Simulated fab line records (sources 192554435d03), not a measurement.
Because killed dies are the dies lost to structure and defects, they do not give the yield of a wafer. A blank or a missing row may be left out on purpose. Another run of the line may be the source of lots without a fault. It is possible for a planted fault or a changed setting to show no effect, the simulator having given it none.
Matching of chambers	flow n5-finfet	N5_BEOL_M11_VIA_ETCH_34 on rie-diel-05 has 4 sister chambers
The step etches SiCOH lowk in C4F6/O2, target depth 184.5 nm, time 69.2 s. 8 wafers are shown with their chamber, then 10 later ones without.

== WAFERS, EACH WITH ITS CHAMBER ==
wafer	chamber	drypump-motor-current-A (A)	rf-vpp-V (V)
L083.1	0	6.0	664
L085.5	2	5.8	668
L085.6	1	5.5	682
L088.1	3	5.4	644
L088.5	0	6.1	665
L088.6	3	5.4	642
L086.2	2	5.8	669
L086.3	1	5.5	682

== WAFERS WHOSE CHAMBER IS MISSING ==
wafer	drypump-motor-current-A (A)	rf-vpp-V (V)
L086.6	5.5	683
L093.2	6.1	664
L093.5	6.1	664
L093.6	5.4	642
L097.2	5.8	668
L097.4	6.1	665
L097.5	5.8	669
L096.3	5.5	642
L096.4	6.1	664
L096.5	5.5	682

== THE CHAMBER EACH PASSED THROUGH ==
wafer	from the rows above	in truth
L086.6	1	1
L093.2	0	0
L093.5	0	0
L093.6	3	3
L097.2	2	2
L097.4	0	0
L097.5	2	2
L096.3	3	3
L096.4	0	0
L096.5	1	1
Placed correctly: 10 of 10. From these rows, 0 cannot be placed. Number placed wrongly: 0.
How it was worked out, from the rows above alone: a wafer's distance from a chamber is the root of the sum, over the readings, of the square of ((its reading less the chamber's mean) divided by the reading's scatter). The wafer belongs to the nearest chamber; if the next one is less than 2 further off, it can't be placed. Each chamber's mean is taken over the wafers shown for it. The scatter: the root of (the sum of the squares of (reading less its chamber's mean) over the shown wafers, divided by (wafers less chambers)).
